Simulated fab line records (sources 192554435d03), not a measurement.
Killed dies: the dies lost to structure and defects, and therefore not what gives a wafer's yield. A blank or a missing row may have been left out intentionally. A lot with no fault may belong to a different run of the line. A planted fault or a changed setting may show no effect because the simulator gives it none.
Chamber matching    flow n5-finfet    N5_HKMG_FIN_STRIP_92 on rie-diel-05 has 4 sister chambers
The step strips SOC in N2/H2, time 20 s. 24 wafers are shown with their chamber, then 12 later ones without.

## WAFERS WITH THEIR CHAMBER
wafer   chamber  drypump-motor-current-A (A)  throttle-valve-pct (%)  showerhead-plenum-p-Torr (Torr)
L075.3  0        4.9                          18.4                    3.42
L075.4  2        5.9                          19.1                    3.50
L075.6  1        5.5                          19.2                    3.23
L077.3  2        5.9                          19.1                    3.50
L077.4  0        5.0                          18.4                    3.42
L077.6  0        5.0                          18.4                    3.42
L078.2  0        5.0                          18.5                    3.41
L078.4  1        5.6                          19.2                    3.23
L078.5  0        5.0                          18.5                    3.41
L079.3  3        5.7                          19.2                    3.18
L079.4  1        5.5                          19.2                    3.23
L079.6  2        5.9                          19.2                    3.49
L083.1  2        5.9                          19.2                    3.49
L083.2  3        5.7                          18.8                    3.58
L083.5  3        5.7                          18.7                    3.58
L088.2  2        5.9                          19.2                    3.48
L088.5  0        4.9                          18.5                    3.40
L088.6  1        5.5                          19.2                    3.21
L089.3  0        4.9                          18.5                    3.40
L089.4  1        5.6                          19.2                    3.21
L089.5  3        5.7                          18.8                    3.58
L090.1  1        5.5                          19.2                    3.21
L090.2  0        5.0                          18.5                    3.40
L090.3  3        5.7                          18.8                    3.58

SIGNATURES, as means of the wafers listed above
reading                   chamber 0  chamber 1  chamber 2  chamber 3  scatter within a chamber
drypump-motor-current-A   4.963      5.533      5.900      5.700      0.0401
throttle-valve-pct        18.462     19.200     19.160     18.860     0.0956
showerhead-plenum-p-Torr  3.4100     3.2200     3.4920     3.5000     0.0805
Rule: distance of a wafer from a chamber = root of the sum over the readings of ((wafer's reading minus chamber's mean) / reading's scatter) squared. If the next closest chamber is less than 2 further off than the closest, the wafer can't be placed; otherwise it belongs to the closest. The scatter: the root of (the sum of the squares of (reading less its chamber's mean) over the shown wafers, divided by (wafers less chambers)).

## WAFERS MISSING THEIR CHAMBER
wafer   drypump-motor-current-A (A)  throttle-valve-pct (%)  showerhead-plenum-p-Torr (Torr)
L090.4  5.9                          19.2                    3.48
L090.5  5.0                          18.5                    3.40
L090.6  5.7                          18.8                    3.58
L091.1  5.6                          19.2                    3.21
L091.2  5.9                          19.2                    3.48
L091.3  5.0                          18.5                    3.40
L091.4  5.7                          18.8                    3.57
L091.5  5.5                          19.2                    3.21
L091.6  5.9                          19.2                    3.48
L094.4  5.5                          19.2                    3.21
L094.5  5.0                          18.5                    3.40
L094.6  5.5                          19.2                    3.21

## WHICH CHAMBER EACH WENT THROUGH
wafer   from the rows above  in truth
L090.4  2                    2
L090.5  0                    0
L090.6  3                    3
L091.1  1                    1
L091.2  2                    2
L091.3  0                    0
L091.4  3                    3
L091.5  1                    1
L091.6  2                    2
L094.4  1                    1
L094.5  0                    0
L094.6  1                    1
Correct placement for 12 of the 12. Number that these rows cannot place: 0. Wrongly placed: 0.
